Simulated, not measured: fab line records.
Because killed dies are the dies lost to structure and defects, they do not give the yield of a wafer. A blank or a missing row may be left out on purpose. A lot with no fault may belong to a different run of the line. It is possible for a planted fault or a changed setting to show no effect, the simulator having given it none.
A lot that was struck, set against a sound lot -- flow n5_finfet -- 20 out of 1938 route steps
Sound: these wafers, L685.1, L685.2, L685.4. Struck: wafers L687.1, L687.3, L687.4. The cause is given at the end.
Each step with rows lists, per side, the tool, then ch with its chambers, then its first start. Under that, the readings that differ: sound wafers -- struck wafers -- difference of the means -- sigmas: that difference in standard deviations of wafers without a fault.
alike: words and numbers the same on both sides, and readings whose means are apart by under 2 such deviations; not compared: readings that were withheld, readings missing a value for some wafer, numbers with overlapping values and no deviation given by the record, and bounds like >300 which may hide the same value.
The two part at a step that has a row with sigmas, a row that says differs or no value, or rows on one side only. Non-overlapping numbers with no deviation appear without sigmas and do not part them. A reading missing from all wafers of one side parts the sides only when that side holds two or more wafers.

first, 11 steps without rows for these wafers: N5_FIN_SAQP_SPACER1_ETCHBACK_25 (etches SiO2 in CHF3/O2, target depth 24.4 nm, time 12.2 s); N5_FIN_SAQP_MANDREL1_REMOVE_56 (chemistry HBr/Cl2/O2, target a-Si, stops on SiNx, bt time 10 s); N5_FIN_SAQP_ETCH_57 (etches SiNx in CH3F/O2, target depth 32.5 nm, time 46.4 s); N5_FIN_SAQP_ETCH_65 (etches SiO2 in CF4, target depth 4 nm, time 4.4 s); N5_FIN_SAQP_MANDREL_ETCH_58 (etches a-Si in HBr/Cl2, stops on SiNx, target depth 45 nm, bt time 10 s, time 27 s); N5_FIN_SAQP_RECESS_63 (chemistry HF/NH3, target SiO2, target depth 18 nm, afs cycles 3, sublimation time 60 s); N5_FIN_SAQP_COAT_68 (time 60 s, resist thk 100 nm); N5_FIN_SAQP_ETCH_69 (etches SOC in N2/H2, stops on SiNx, target depth 150 nm); N5_FIN_SAQP_ETCH_67 (etches SiNx in CH3F/O2, target depth 30 nm); N5_FIN_SAQP_STRIP_70 (strips in N2/H2); N5_FIN_SAQP_RECESS_71 (chemistry HF/NH3, target SiO2, target depth 3 nm, afs cycles 1, sublimation time 60 s).
N5_FIN_SAQP_SPACER2_ALD_28: deposits SiO2, target thk 8.1 nm, pulse time 1 s, purge time 2 s.
  sound on ald_sin-03 ch 0,1,3, day 3 21:34; struck on ald_sin-03 ch 1,2,3, day 4 09:35
  no value came back on the struck wafers for any of 6 readings (chamber_pressure_Torr (Torr), co_reactant_purge_time_s (s) and others); on the sound wafers chamber_pressure_Torr (Torr) reads 2.004 2.002 2.002
then, 1 step without rows for these wafers: N5_FIN_SAQP_SPACER2_ETCHBACK_29 (etches SiO2 in CHF3/O2, target depth 12.2 nm, time 6.1 s).
N5_FIN_SAQP_MANDREL2_REMOVE_60: chemistry HBr/Cl2/O2, target a-Si, stops on SiNx, bt time 10 s.
  sound on rie_si-01 ch 0,2,3, day 3 22:05; struck on rie_si-04 ch 0,1,2, day 4 10:13
reading,sound,struck,difference,sigmas
model.FIN_SAQP.cd_nm (nm),8.2 8.2 8.2,20.6 20.4 20.6,+12.3,
  alike: drypump_motor_current_A, oes_product_au, throttle_valve_pct
  not compared: rf_hours_counter_h
N5_FIN_SAQP_CD_MEAS_31: target cd 8 nm.
  sound on cd_sem-02 ch 0, day 3 22:12; struck on cd_sem-01 ch 0, day 4 10:19
reading,sound,struck,difference,sigmas
cd_nm (nm),7.90 7.77 8.21,- - -,no value on the struck wafers,
then, 1 step without rows for these wafers: N5_FIN_SAQP_HM_OPEN_33 (chemistry CH3F/O2, target SiNx, target depth 49.4 nm, time 70.6 s).
N5_FIN_SAQP_ETCH_34: etches SiO2 in C4F6/O2, target depth 45 nm, time 15 s.
  sound on rie_diel-05 ch 0,1,3, day 3 22:29; struck on rie_diel-01 ch 0,1,3, day 4 10:38
reading,sound,struck,difference,sigmas
model.FIN_SAQP.cd_nm (nm),8 8.2 8.2,20.6 20.4 20.6,+12.4,
  alike: drypump_motor_current_A, etch_rf_on_time_s, oes_f_703_au, oes_product_au, rf_vpp_V, showerhead_plenum_p_Torr, throttle_valve_pct
  not compared: rf_hours_counter_h
then, 1 step without rows for these wafers: N5_FIN_SAQP_STRIP_77 (strips in N2/H2, time 90 s).
N5_BEOL_M4_RC_MEAS_101:
  the record has rows for the sound wafers here (prober-01 ch 0, day 9 21:01) and none for the struck ones
-- the record jumps here: 11 days lie between the struck wafers' starts before and after (it left off in module BEOL_M4 and takes up again in module PASSIVATION, whose first step shown is number 1936 of the route) --
N5_PASSIVATION_PROBE_49:
  struck on prober-01, day 15 07:52; sound on prober-01, day 14 03:54
reading,sound,struck,difference,sigmas
defect_limited_yield (%),92.7 92.5 89.9,0 0 0,-92,-57
killed_at_M4_up,15 24 27,2 4 2,-19,-3
killed_at_front_end,32 29 51,1166 1166 1167,+1129,+94
killed_dies,86 88 119,1180 1180 1180,+1082,+57
killed_on_rim,9 10 16,152 152 152,+140,+35
killed_open,48 59 60,12 13 12,-43,-3
killed_short,38 22 55,4 1 5,-35,-4
sort_bin_5_function (%),3.6 4.2 6.0,73.6 74.5 73.2,+69.2,+70
sort_n_pass,1094 1092 1061,0 0 0,-1082,-57
sort_yield_pct (%),92.7 92.5 89.9,0 0 0,-92,-57
  alike: killed_at_M0_to_M3, killed_at_contacts, killed_at_other, sort_bin_6_memory

## WHERE THEY PART
First at N5_FIN_SAQP_SPACER2_ALD_28; last, within this record, at N5_PASSIVATION_PROBE_49.

WHY: the cause the simulator had injected
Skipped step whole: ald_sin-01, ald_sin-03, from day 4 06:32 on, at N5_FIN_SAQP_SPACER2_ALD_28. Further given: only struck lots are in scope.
